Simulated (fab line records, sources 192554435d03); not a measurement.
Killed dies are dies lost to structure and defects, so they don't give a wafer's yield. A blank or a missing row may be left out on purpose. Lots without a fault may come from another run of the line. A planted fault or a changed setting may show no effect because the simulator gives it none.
fab line records | flow n5_finfet
record lots=4 wafers=12 last_day=18
route steps=1938 shown BEOL_M6@1257 BEOL_M7@1263 PASSIVATION@1936
lots that met no fault: from a run of the same line without faults
start_h: hours from the record's first day to the start of the lot's first wafer shown | wait_h: hours since the lot's step before | " the same as in the row above | L1.1+2: a row that stands for several wafers | - no value, or no start given | * or withheld: withheld | < > ~ a bound
route shown NAME@n: a module of which the file shows steps, and the number in the route of the first | usual: mean/standard deviation of fault-free wafers | same: alike in all rows | chamber/n: place in a boat | sites: the reading at each site | _std_site: their standard deviation | _edge_site: outer sites' mean less inner sites' | radius_mm: how far each site lies from the wafer's centre | mask NAME#n: copy n | behind: the tool/chamber that last shaped the wafer | hold: why the lot was held/for how many hours/how that ended | device: the transistor (n, p or np) that didn't switch | end of line: the same wafers' tests at the end of the route | a step without rows: its recipe alone | killed: dies lost to structure and defects at the first sort, not the wafer's yield | map: a wafer's dies, x killed, . not, _ none there
set.NAME: the setting as run; set.NAME@STEP: as run at that earlier step | model.NAME: the simulator's own value behind a step, which no gauge read
lots at some steps of the route; a table a step, a row a wafer
services: from which hour (start_h, from the record's first day; less than 0 if before it) a tool's chamber was out of use, for how many hours, and why
## steps
# step N5_BEOL_M6_CMP_52
# recipe stop_on=SiCOH_lowk t_overpolish_s=6.9 down_force_psi=1 platen_rpm=50 clearing_platen_down_force_psi=1.5 clearing_platen_rpm=50 post_cmp_clean=cu_alkaline target_thk_nm=80 clearing_platen_pad_velocity_m_s=0.99484 pad_velocity_m_s=0.99484
# step N5_BEOL_M6_PRE_CLEAN_55
# recipe gas=NH3 time_s=15 temp_c=withheld rf_power_w=300
# step N5_BEOL_M6_DEP_56
# recipe material=SiCN target_thk_a=100 temp_c=withheld precursor=3MS/NH3 pressure_torr=3 rf_w=202 time_s=17.5
# step N5_BEOL_M7_ILD_DEP_00
# recipe material=SiCOH_lowk target_thk_a=1797.5 temp_c=300 precursor=DEMS/porogen pressure_torr=5 rf_w=500 time_s=33.4
# step N5_BEOL_M7_CURE_74
# recipe temp_c=385 time_s=240 ambient=He/Ar material=SiCOH_lowk
# step N5_BEOL_M7_PECVD_70
# recipe material=SiO2 target_thk_a=200 temp_c=400 precursor=TEOS/O2 pressure_torr=5.5 rf_w=450 teos_flow_sccm=53.8 gas=O2 flow_sccm=3000 time_s=22.7
# step N5_BEOL_M7_HM_DEP_02
# recipe material=TiN target_thk_a=200 temp_c=25 chamber_pressure_pa=0.49996
# step N5_BEOL_M7_COAT_59
# recipe resist=SOC temp_c=250 time_s=60 spin_rpm=1500 resist_thk_nm=100
# step N5_BEOL_M7_COAT_60
# recipe resist=SiARC temp_c=220 time_s=60 spin_rpm=1500 resist_thk_nm=35
# usual heater_power_total_W=427.6/2.2 spin_speed_rpm=1500.2/1
# columns lot.wafer tool chamber start_h wait_h heater_power_total_W spin_speed_rpm model.SiARC_of_BEOL_M7_COAT_60.thk_nm
L926.3 litho_track-02 0 270.63 - 427.2 1501.0 35
L926.4 " 0 " " 428.3 1498.5 35.2
L926.5 " 0 " " 424.5 1500.3 35
L928.1 litho_track-02 0 309.81 - 428.1 1547.9 34.6
L928.5 " 0 " " 428.6 1543.4 34.6
L928.6 " 0 " " 425.5 1544.6 34.6
L933.4 litho_track-02 0 336.54 - 427.8 1546.2 34.4
L933.5 " 0 " " 425.8 1545.6 34.6
L933.6 " 0 " " 426.9 1544.9 34.4
L934.3 litho_track-03 0 357.49 - 429.9 1500.6 35
L934.5 " 0 " " 426.8 1501.5 35
L934.6 " 0 " " 427.0 1500.2 35
# step N5_BEOL_M7_COAT_05
# recipe resist=CAR-ArF spin_rpm=1500 resist_thk_nm=90
# step N5_BEOL_M7_EBR_07
# recipe solvent=PGMEA ebr_width_mm=1.5
# step N5_BEOL_M7_SOFTBAKE_06
# recipe temp_c=110 time_s=60 resist=CAR-ArF
# step N5_BEOL_M7_EXPOSE_08
# recipe mask_id=M7 na=1.35 source_shape=dipole sigma_inner=0.817 sigma_outer=0.97 polarization=te dose_mj=68.25
# step N5_BEOL_M7_PEB_09
# recipe peb_temp_c=withheld peb_time_s=60 resist=CAR-ArF
# step N5_BEOL_M7_DEVELOP_10
# recipe develop_time_s=30 developer=TMAH resist=CAR-ArF rinse_liquid=diw dry=air_spin dev_temp_c=23
# step N5_BEOL_M7_DESCUM_16
# recipe chemistry=O2 time_s=7.9 source_power_w=50 bias_power_w=20 pressure_mtorr=20 rf_frequency_hz=2.712e+07 temp_c=40 resist=CAR-ArF o2_flow_sccm=225
# step N5_BEOL_M7_ETCH_61
# recipe chemistry=CF4 target=SiARC target_depth_a=455 mask_material=CAR-ArF time_s=75.8 ion_energy_ev=80 pressure_mtorr=40 source_w=545 bias_w=36 Ar_flow_sccm=100 cf4_flow_sccm=100 ends=cleared
# usual drypump_motor_current_A=6.0/0.48 etch_rf_on_time_s=76.5/2.6 mfc_ar_sccm=100.0/0.31 oes_product_au=0.65/0.081 rf_vpp_V=183.9/1.1 showerhead_plenum_p_Torr=2.12/0.063 throttle_valve_pct=15.66/0.26
# columns lot.wafer tool chamber start_h wait_h drypump_motor_current_A etch_rf_on_time_s mfc_ar_sccm oes_product_au rf_hours_counter_h rf_vpp_V showerhead_plenum_p_Torr throttle_valve_pct model.etch.depth_nm model.CAR-ArF_of_BEOL_M7_COAT_05.thk_nm
L926.3 rie_diel-02 3 271.17 0.0 6.5 76.4 100.9 0.65 138 183.1 2.05 15.74 35.08 51
L926.4 " 2 " " 5.8 73.3 99.9 0.59 242 183.3 2.10 15.81 35.11 50.8
L926.5 " 0 " " 6.6 75.0 99.6 0.61 - 183.7 2.12 15.85 34.92 51
L928.1 rie_diel-06 0 310.20 0.0 6.5 74.7 100.1 0.72 67 185.4 2.18 15.42 34.6 51.2
L928.5 " 3 " " 5.6 73.6 100.0 0.60 - 185.0 2.22 15.89 34.64 51
L928.6 " 0 " " 6.4 74.2 100.1 0.72 - 184.2 2.18 15.42 34.51 51
L933.4 rie_diel-05 1 337.03 0.0 5.7 78.9 100.0 0.57 249 181.4 2.03 16.00 34.47 51.2
L933.5 " 1 " " 5.7 79.7 100.0 0.57 - 183.1 2.03 16.01 34.51 51
L933.6 " 2 " " 6.7 73.5 99.4 0.77 - 182.4 2.11 15.29 34.41 51
L934.3 rie_diel-06 2 357.99 0.0 6.7 72.2 100.0 0.82 12 185.3 2.29 15.52 35.07 50.4
L934.5 " 0 " " 6.5 73.7 99.8 0.71 - 185.3 2.18 15.43 34.98 50.8
L934.6 " 1 " " 5.8 78.6 99.5 0.60 - 182.2 2.04 15.44 35.03 50.8
# step N5_BEOL_M7_ETCH_62
# recipe chemistry=N2/H2 target=SOC target_depth_a=1100 overetch_a=220 mask_material=SiARC temp_c=40 time_s=165 ion_energy_ev=200 pressure_mtorr=30 source_w=840 bias_w=150 n2_flow_sccm=200 h2_flow_sccm=200
# usual drypump_motor_current_A=6.0/0.48 oes_product_au=0.65/0.072 rf_vpp_V=523.1/2.4 showerhead_plenum_p_Torr=2.52/0.073 throttle_valve_pct=17.89/0.29
# columns lot.wafer tool chamber start_h wait_h drypump_motor_current_A oes_product_au rf_hours_counter_h rf_vpp_V showerhead_plenum_p_Torr throttle_valve_pct model.SiARC_of_BEOL_M7_COAT_60.thk_nm
L926.3 rie_diel-02 3 271.22 0.0 6.5 0.65 138 521.0 2.44 18.15 28.6
L926.4 " 2 " " 5.9 0.57 242 522.8 2.51 17.96 28.4
L926.5 " 0 " " 6.6 0.61 - 523.7 2.54 18.16 28
L928.1 rie_diel-06 0 310.25 0.0 6.4 0.72 67 524.1 2.57 17.67 27.8
L928.5 " 3 " " 5.6 0.58 - 528.1 2.62 18.03 27.4
L928.6 " 0 " " 6.4 0.71 - 525.8 2.57 17.67 27.8
L933.4 rie_diel-05 1 337.08 0.0 5.7 0.58 249 520.6 2.41 18.29 28.2
L933.5 " 1 " " 5.7 0.58 - 519.1 2.41 18.28 28.2
L933.6 " 2 " " 6.7 0.76 - 523.3 2.51 17.47 27.8
L934.3 rie_diel-06 2 358.04 0.0 6.7 0.79 12 528.4 2.71 17.71 28
L934.5 " 0 " " 6.5 0.70 - 524.8 2.56 17.69 28.2
L934.6 " 1 " " 5.8 0.62 - 518.9 2.44 17.73 28.6
# step N5_BEOL_M7_STRIP_68
# recipe chemistry=N2/H2 temp_c=40 n2_flow_sccm=200 h2_flow_sccm=200 rf_frequency_hz=6e+07
# step N5_PASSIVATION_PROBE_49
# usual defect_limited_yield=91.3/1.4 killed_at_M0_to_M3=33/11 killed_at_M4_up=15/6.2 killed_at_contacts=13/6.5 killed_at_front_end=38/11 killed_at_other=3.4/2.6 killed_dies=102/17 killed_on_rim=13/4.1 killed_open=67/12 killed_short=34/7.9 sort_bin_5_function=5.1/0.88 sort_bin_6_memory=3.3/0.65 sort_n_pass=1078/17 sort_yield_pct=91.3/1.4
# same gross_dies=1180 killed_at_back_side=0 sort_bin_4_leakage[%]=0 sort_bin_8_speed[%]=0
# columns lot.wafer tool chamber start_h wait_h defect_limited_yield[%] killed_at_M0_to_M3 killed_at_M4_up killed_at_contacts killed_at_front_end killed_at_other killed_dies killed_on_rim killed_open killed_short sort_bin_5_function[%] sort_bin_6_memory[%] sort_n_pass sort_yield_pct[%]
L926.5 prober-02 - 346.86 0.2 91.2 38 26 6 34 0 104 16 71 32 5.3 3.3 1076 91.2
# killed by level:class
L926.5 BEOL_M4:geometric_particle:open=15 FIN_SAQP:geometric_particle:open=13 BEOL_M1:geometric_particle:open=13 FIN_SAQP:geometric_particle:short=7 BEOL_M1:geometric_particle:short=7 BEOL_M2:geometric_particle:open=7 MOL_CONTACT_COAG:geometric_particle:open=5 STI_FIN_REVEAL:geometric_particle:open=4
## services
# columns tool chamber start_h hours kind
rie_diel-05 2 250.56 - clean
rie_diel-05 2 250.56 - consumable_replace:focus_ring
rie_diel-05 2 250.56 17.4 scheduled_down
rie_diel-05 2 250.56 17.4 vent_cycle
rie_diel-02 2 299.96 - clean
rie_diel-02 2 299.96 - consumable_replace:focus_ring
rie_diel-02 2 299.96 22.6 scheduled_down
rie_diel-02 2 299.96 22.6 vent_cycle
rie_diel-06 2 304.96 - clean
rie_diel-06 2 304.96 - consumable_replace:focus_ring
rie_diel-06 2 304.96 - consumable_replace:showerhead
rie_diel-06 2 304.96 12.3 scheduled_down
rie_diel-06 2 304.96 12.3 vent_cycle
rie_diel-06 1 319.92 6.7 repair
rie_diel-06 3 357.07 4.4 repair
rie_diel-05 3 357.31 - clean
rie_diel-05 3 357.31 - consumable_replace:focus_ring
rie_diel-05 3 357.31 14.6 scheduled_down
rie_diel-05 3 357.31 14.6 vent_cycle
## key
first_sign step=N5_BEOL_M7_COAT_60 reading=spin_speed_rpm direction=up sigmas=43 usual=* struck=*
effect none on later readings
model_effect step=N5_BEOL_M7_COAT_60 value=SiARC_of_BEOL_M7_COAT_60.thk_nm without=35.07 struck=34.53
model_effect step=N5_BEOL_M7_ETCH_61 value=etch.depth_nm without=35.03 struck=34.52
model_effect step=N5_BEOL_M7_ETCH_62 value=SiARC_of_BEOL_M7_COAT_60.thk_nm without=28.37 struck=27.87
met_at N5_BEOL_M7_COAT_60
struck_wafers L928.1,L928.5,L928.6,L933.4,L933.5,L933.6
onset_between 270.63 309.81
fault kind=process_parameter_drift tool=litho_track-02 chamber=- onset_h=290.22 steps=N5_BEOL_M7_COAT_60 channel=spin_rpm offset=* shape=step end_h=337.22 acts_in=* stated=*
